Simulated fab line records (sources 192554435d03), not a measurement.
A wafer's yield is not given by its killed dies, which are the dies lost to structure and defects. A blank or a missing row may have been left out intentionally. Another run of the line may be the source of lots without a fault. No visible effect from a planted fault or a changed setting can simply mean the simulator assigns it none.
What tool caused it?	flow n5Finfet	Sampling: 9 lots, 27 wafers, 5 of 1938 route steps

WHAT THE GAUGES READ, wafer by wafer
N5_BEOL_M4_RC_MEAS_101. Usual: DIBL_N 36.3 mV/V, standard deviation 1.1; DIBL_P 36.3 mV/V, standard deviation 1.4; IOFF_N 0.155 nA/um, standard deviation 0.019; IOFF_P 0.211 nA/um, standard deviation 0.027; ION_N 672 uA/um, standard deviation 8.5; ION_P 462 uA/um, standard deviation 5.8; SS_N 71.5 mV/dec, standard deviation 0.56; SS_P 73.3 mV/dec, standard deviation 0.52; VT_N 249.9 mV, standard deviation 2.5; VT_P -249.8 mV, standard deviation 2.8.
lot	measured	on	DIBL_N (mV/V)	DIBL_P (mV/V)	IOFF_N (nA/um)	IOFF_P (nA/um)	ION_N (uA/um)	ION_P (uA/um)	SS_N (mV/dec)	SS_P (mV/dec)	VT_N (mV)	VT_P (mV)	flag
L329	day 15 19:02	prober-02	36.0 34.5 36.7	35.6 33.9 36.1	0.151 0.128 0.169	0.238 0.210 0.253	667 662 682	468 464 467	71.7 70.8 71.6	73.2 72.8 72.9	248.3 253.7 245.5	-246.1 -245.9 -243.8	
L330	day 17 07:19	prober-01	35.9 34.9 35.3	36.9 36.0 36.3	0.156 0.146 0.161	0.221 0.203 0.217	670 679 665	460 467 463	70.8 71.2 71.5	73.5 73.0 72.8	250.6 247.6 248.6	-248.0 -249.4 -246.2	
L334	day 17 07:20	prober-02	36.7 37.0 35.8	36.8 37.5 35.6	0.160 0.168 0.143	0.218 0.219 0.199	677 684 665	467 468 463	71.3 70.9 71.3	73.0 72.6 73.0	248.6 249.9 249.8	-247.3 -248.5 -250.6	
L335	day 17 06:04	prober-02	36.5 40.0 37.1	36.4 40.9 37.2	0.150 0.228 0.171	0.210 0.301 0.236	676 699 677	466 479 471	71.5 72.5 71.1	72.9 74.0 73.1	250.0 242.9 246.3	-250.0 -244.8 -247.0	
L337	day 17 17:07	prober-01	35.6 36.3 36.0	35.2 34.7 35.2	0.158 0.159 0.158	0.210 0.200 0.205	682 666 675	464 459 458	72.1 72.0 71.3	73.3 73.4 73.0	248.2 249.2 249.8	-248.4 -250.9 -249.2	
L338	day 16 04:41	prober-02	37.2 38.7 37.2	36.6 36.8 35.6	0.171 0.196 0.161	0.241 0.250 0.223	678 671 674	467 461 464	72.2 72.8 71.9	73.7 73.2 73.3	251.6 246.3 247.5	-246.2 -246.9 -249.5	

EACH LOT AND THE TOOL THAT RAN IT (in order: tool; ch and the chambers of the sampled wafers; start)
lot	N5_HKMG_FIN_STRIP_34	N5_HKMG_FIN_ETCH_67	N5_HKMG_FIN_ALD_72	N5_GATE_CUT_ETCH_56
L322	rieDiel-05 ch 1,2, day 5 21:21	rieDiel-05 ch 1,3, day 5 23:38	cvdW-01 ch 0,1, day 6 00:47	-
L323	rieDiel-05 ch 2,3, day 6 06:23	rieDiel-04 ch 1,2,3, day 6 08:33	cvdW-02 ch 0,1, day 6 09:40	-
L324	rieDiel-02 ch 0,1,3, day 6 14:43	rieDiel-04 ch 1,2,3, day 6 17:05	cvdW-01 ch 0,1, day 6 18:11	-
L329	rieDiel-02 ch 0,1,3, day 7 15:34	rieDiel-02 ch 1,2, day 7 17:41	cvdW-02 ch 0,1, day 7 18:52	rieMetal-03 ch 0,1, day 7 19:54
L330	rieDiel-05 ch 0,2,3, day 7 21:58	rieDiel-02 ch 0,1,3, day 8 00:11	cvdW-02 ch 0,1, day 8 01:18	rieMetal-01 ch 0,1, day 8 02:20
L334	rieDiel-02 ch 0,2, day 8 19:59	rieDiel-02 ch 0,1,3, day 8 22:15	cvdW-02 ch 0,1, day 8 23:22	rieMetal-03 ch 1, day 9 00:25
L335	rieDiel-04 ch 1,2,3, day 9 02:59	rieDiel-04 ch 0,1, day 9 05:13	cvdW-02 ch 0,1, day 9 06:20	rieMetal-01 ch 0,1, day 9 07:32
L337	rieDiel-04 ch 0,2,3, day 9 17:14	rieDiel-04 ch 0,3, day 9 19:34	cvdW-02 ch 0,1, day 9 20:41	rieMetal-02 ch 0, day 9 21:53
L338	rieDiel-05 ch 0,3, day 10 02:53	rieDiel-02 ch 0,1,2, day 10 05:04	cvdW-01 ch 0,1, day 10 06:12	rieMetal-02 ch 0, day 10 07:23
- N5_HKMG_FIN_STRIP_34: strips in CF4.
- N5_HKMG_FIN_ETCH_67: etches SOC in N2/H2, stops on TiN, target depth 388.9 nm.
- N5_HKMG_FIN_ALD_72: deposits W, target thk 2 nm, pulse time 1 s, purge time 2 s.
- N5_GATE_CUT_ETCH_56: etches TiN in Cl2/Ar, target depth 21.6 nm.

WHAT THE TOOLS THEMSELVES READ (means of the sampled wafers that have a number; where no wafer has one, the mark that the record gives instead)
N5_HKMG_FIN_STRIP_34. Usual: biasPowerW is 74.98 W with standard deviation 0.24, cf4FlowSccm is 150.0 sccm with standard deviation 0.48, drypumpMotorCurrentA is 5.8 A with standard deviation 0.41, oesProductAu is 0.76 a.u. with standard deviation 0.076, rfVppV is 271.5 V with standard deviation 1.5, showerheadPlenumPTorr is 1.81 Torr with standard deviation 0.067, and throttleValvePct is 13.67 % with standard deviation 0.17.
lot	tool	biasPowerW (W)	cf4FlowSccm (sccm)	drypumpMotorCurrentA (A)	oesProductAu (a.u.)	rfVppV (V)	showerheadPlenumPTorr (Torr)	throttleValvePct (%)	flag
L322	rieDiel-05	74.87	149.9	5.5	0.69	270.3	1.75	13.80	
L323	rieDiel-05	74.99	150.2	6.3	0.71	272.0	1.85	13.78	
L324	rieDiel-02	75.18	150.2	5.6	0.75	270.1	1.77	13.61	
L329	rieDiel-02	74.95	149.7	5.7	0.74	270.2	1.77	13.62	
L330	rieDiel-05	75.25	149.9	6.2	0.78	272.5	1.84	13.70	
L334	rieDiel-02	74.92	150.3	5.6	0.73	270.3	1.77	13.61	
L335	rieDiel-04	74.77	150.0	5.3	0.75	271.6	1.79	13.74	
L337	rieDiel-04	75.08	150.0	5.4	0.76	272.3	1.84	13.68	
L338	rieDiel-05	75.05	150.6	6.4	0.82	272.1	1.83	13.54	

N5_HKMG_FIN_ETCH_67. Usual: drypumpMotorCurrentA is 5.6 A with standard deviation 0.34, h2FlowSccm is 200.1 sccm with standard deviation 0.6, n2FlowSccm is 200.0 sccm with standard deviation 0.6, oesProductAu is 0.77 a.u. with standard deviation 0.084, rfVppV is 240.7 V with standard deviation 1.5, showerheadPlenumPTorr is 2.55 Torr with standard deviation 0.1, and throttleValvePct is 17.92 % with standard deviation 0.13.
lot	tool	drypumpMotorCurrentA (A)	h2FlowSccm (sccm)	n2FlowSccm (sccm)	oesProductAu (a.u.)	rfVppV (V)	showerheadPlenumPTorr (Torr)	throttleValvePct (%)	flag
L322	rieDiel-05	5.8	200.6	200.1	0.69	240.8	2.49	18.01	
L323	rieDiel-04	5.2	200.3	199.9	0.78	240.4	2.54	17.92	
L324	rieDiel-04	5.3	200.1	200.2	0.77	240.4	2.54	17.94	
L329	rieDiel-02	5.7	200.6	200.2	0.78	241.6	2.67	17.93	
L330	rieDiel-02	5.6	200.3	200.1	0.74	240.7	2.50	17.84	
L334	rieDiel-02	5.7	200.2	200.0	0.73	239.3	2.50	17.85	
L335	rieDiel-04	5.9	200.3	200.1	0.92	241.4	2.64	17.75	
L337	rieDiel-04	5.8	200.6	199.5	0.84	242.9	2.68	17.83	
L338	rieDiel-02	5.7	199.6	200.0	0.74	241.5	2.58	17.87	

N5_HKMG_FIN_ALD_72. Usual: chamberPressureTorr 7.502 Torr, standard deviation 0.018; heaterPowerW 462 W, standard deviation 62; precursorPulseHeightRel 1.000, standard deviation 0.018.
lot	tool	chamberPressureTorr (Torr)	heaterPowerW (W)	precursorPulseHeightRel	flag
L322	cvdW-01	-	-	-	OFF
L323	cvdW-02	-	-	-	OFF
L324	cvdW-01	-	-	-	OFF
L329	cvdW-02	7.501	507	0.995	
L330	cvdW-02	7.520	462	1.001	
L334	cvdW-02	7.496	472	1.002	
L335	cvdW-02	7.503	509	1.005	
L337	cvdW-02	7.496	515	0.985	
L338	cvdW-01	7.478	432	0.980	

N5_GATE_CUT_ETCH_56. Usual: drypumpMotorCurrentA 5.7 A, standard deviation 0.34; heBacksideLeakSccm 3.37 sccm, standard deviation 0.22; mfcCl2Sccm 40.04 sccm, standard deviation 0.13; oesProductAu 0.72 a.u., standard deviation 0.071; throttleValvePct 20.87 %, standard deviation 0.093.
lot	tool	drypumpMotorCurrentA (A)	heBacksideLeakSccm (sccm)	mfcCl2Sccm (sccm)	oesProductAu (a.u.)	throttleValvePct (%)	flag
L329	rieMetal-03	5.4	3.39	40.02	0.77	20.85	
L330	rieMetal-01	5.6	3.50	40.07	0.67	20.86	
L334	rieMetal-03	5.4	3.32	40.10	0.81	20.88	
L335	rieMetal-01	5.8	3.38	40.08	0.67	20.95	
L337	rieMetal-02	6.3	3.38	40.04	0.77	20.87	
L338	rieMetal-02	6.2	3.25	40.15	0.77	20.88	

THE ANSWER, worked out from the rows above alone
Rule: take the mean of a lot's wafers that have a number; if it is more than 3 standard deviations from the usual mean, the lot is off. A lot without any number at a reading at which 4 lots or more have one is off too. All remaining lots with rows at the step are treated as sound. The gauges are gone through in route order, then the tools' own readings, and for those a lot's mean is taken as printed above. At the first step where some lot is off, the reading lying furthest off is the one used; lots without a number count as furthest.
Off at N5_HKMG_FIN_ALD_72 (chamberPressureTorr): L322, L323, L324. Without a number there: L322, L323, L324.
If a tool, at that step or one of the process steps before it, ran each lot that is off and ran no sound lot following the first of them, it fits. Not one of the candidates tried fits.

WHAT THE SIMULATOR HAD INSERTED
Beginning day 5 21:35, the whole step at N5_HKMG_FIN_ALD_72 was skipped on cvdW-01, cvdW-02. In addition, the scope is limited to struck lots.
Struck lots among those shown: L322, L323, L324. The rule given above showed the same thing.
